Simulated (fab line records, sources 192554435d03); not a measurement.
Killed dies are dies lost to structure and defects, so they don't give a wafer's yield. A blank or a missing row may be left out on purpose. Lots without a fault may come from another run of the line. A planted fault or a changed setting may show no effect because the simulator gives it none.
Which tool did it? | flow n5_finfet | 10 lots, 30 wafers sampled, at 5 steps of a route of 1938

WHAT THE GAUGES READ, wafer by wafer
N5_BEOL_M6_INSPECT_30: inspects for defects (brightfield).
lot  | measured     | on                | raw_defect_count
L433 | day 9 03:24  | defect_inspect-02 | 499 482 430
L434 | day 9 11:58  | defect_inspect-02 | 641 428 566
L440 | day 10 18:07 | defect_inspect-02 | 1839 1772 1743
L441 | day 10 21:34 | defect_inspect-02 | 1848 2120 2033
L444 | day 11 17:46 | defect_inspect-01 | 475 571 599
L445 | day 13 00:33 | defect_inspect-01 | 554 521 527
L447 | day 13 00:56 | defect_inspect-02 | 398 313 353
L448 | day 13 06:27 | defect_inspect-02 | 385 411 542
L452 | day 14 16:26 | defect_inspect-02 | 414 381 390
L453 | day 15 00:08 | defect_inspect-02 | 560 409 480

WHICH TOOL RAN EACH LOT (tool, then ch and the chambers of the sampled wafers, then the start)
lot  | N5_BEOL_M5_DEP_56               | N5_BEOL_M6_HM_DEP_02         | N5_BEOL_M6_ETCH_62                 | N5_BEOL_M6_HM_OPEN_17
L433 | pecvd-03 ch 1,2, day 9 00:01    | pvd_sputter-03, day 9 01:40  | rie_diel-05 ch 0,2, day 9 02:35    | rie_metal-02 ch 0,1, day 9 02:46
L434 | pecvd-03 ch 0,2, day 9 05:17    | pvd_sputter-02, day 9 07:07  | rie_diel-05 ch 1,2,3, day 9 07:41  | rie_metal-01 ch 0,1, day 9 07:52
L440 | pecvd-03 ch 0,1, day 10 13:57   | pvd_sputter-03, day 10 15:19 | rie_diel-06 ch 0,2,3, day 10 16:21 | rie_metal-02 ch 0,1, day 10 16:32
L441 | pecvd-04 ch 1,2, day 10 18:00   | pvd_sputter-01, day 10 19:31 | rie_diel-04 ch 0,2,3, day 10 20:32 | rie_metal-02 ch 0,1, day 10 20:43
L444 | pecvd-04 ch 0,1,2, day 11 10:49 | pvd_sputter-01, day 11 12:25 | rie_diel-06 ch 1,3, day 11 13:10   | rie_metal-01 ch 0,1, day 11 13:21
L445 | pecvd-02 ch 1,2, day 12 16:28   | pvd_sputter-02, day 12 18:10 | rie_diel-06 ch 1,2, day 12 23:26   | rie_metal-03 ch 1, day 12 23:40
L447 | pecvd-03 ch 0,1,2, day 12 20:34 | pvd_sputter-03, day 12 23:20 | rie_diel-05 ch 1,3, day 13 00:04   | rie_metal-03 ch 1, day 13 00:19
L448 | pecvd-04 ch 0,2, day 13 02:11   | pvd_sputter-02, day 13 04:13 | rie_diel-04 ch 0,2,3, day 13 04:47 | rie_metal-01 ch 0,1, day 13 04:59
L452 | pecvd-03 ch 0,1,2, day 14 07:14 | pvd_sputter-02, day 14 09:09 | rie_diel-04 ch 0,2,3, day 14 09:55 | rie_metal-01 ch 0, day 14 10:10
L453 | pecvd-04 ch 0,1, day 14 19:04   | pvd_sputter-02, day 14 20:50 | rie_diel-05 ch 0,2, day 14 21:31   | rie_metal-02 ch 0,1, day 14 21:43
- N5_BEOL_M5_DEP_56: deposits SiCN from 3MS/NH3, target thk 8 nm, time 14 s.
- N5_BEOL_M6_HM_DEP_02: deposits TiN, target thk 20 nm.
- N5_BEOL_M6_ETCH_62: etches SOC in N2/H2, target depth 110 nm, overetch 22 nm, time 165 s.
- N5_BEOL_M6_HM_OPEN_17: chemistry Cl2/BCl3, target TiN, target depth 20 nm, overetch 6 nm.

THE ANSWER, worked out from the rows above alone
Rule: what is usual is taken from the lots themselves. Put in order of their means at a reading, lots are off if they are a third of the lots or fewer, leave a main group of 4 or more, and stand apart from it by a gap of 3 or more times the standard deviation of the main group's means; of several such gaps the widest counts. A main group whose means are all the same, to the digits that the tables above print for the reading, isn't used. A lot without any number at a reading at which 4 lots or more have one is off too. The other lots that the step has rows for count as sound.
Off: L440, L441, at N5_BEOL_M6_INSPECT_30 (raw_defect_count). The main group: mean 472, standard deviation 67.
A tool fits if, at a process step before that reading, it ran every lot that is off, and no sound lot after the first of them. The gauges at N5_BEOL_M6_INSPECT_30 are tried like those tools. None of those tried fits.

WHAT THE SIMULATOR HAD PUT IN
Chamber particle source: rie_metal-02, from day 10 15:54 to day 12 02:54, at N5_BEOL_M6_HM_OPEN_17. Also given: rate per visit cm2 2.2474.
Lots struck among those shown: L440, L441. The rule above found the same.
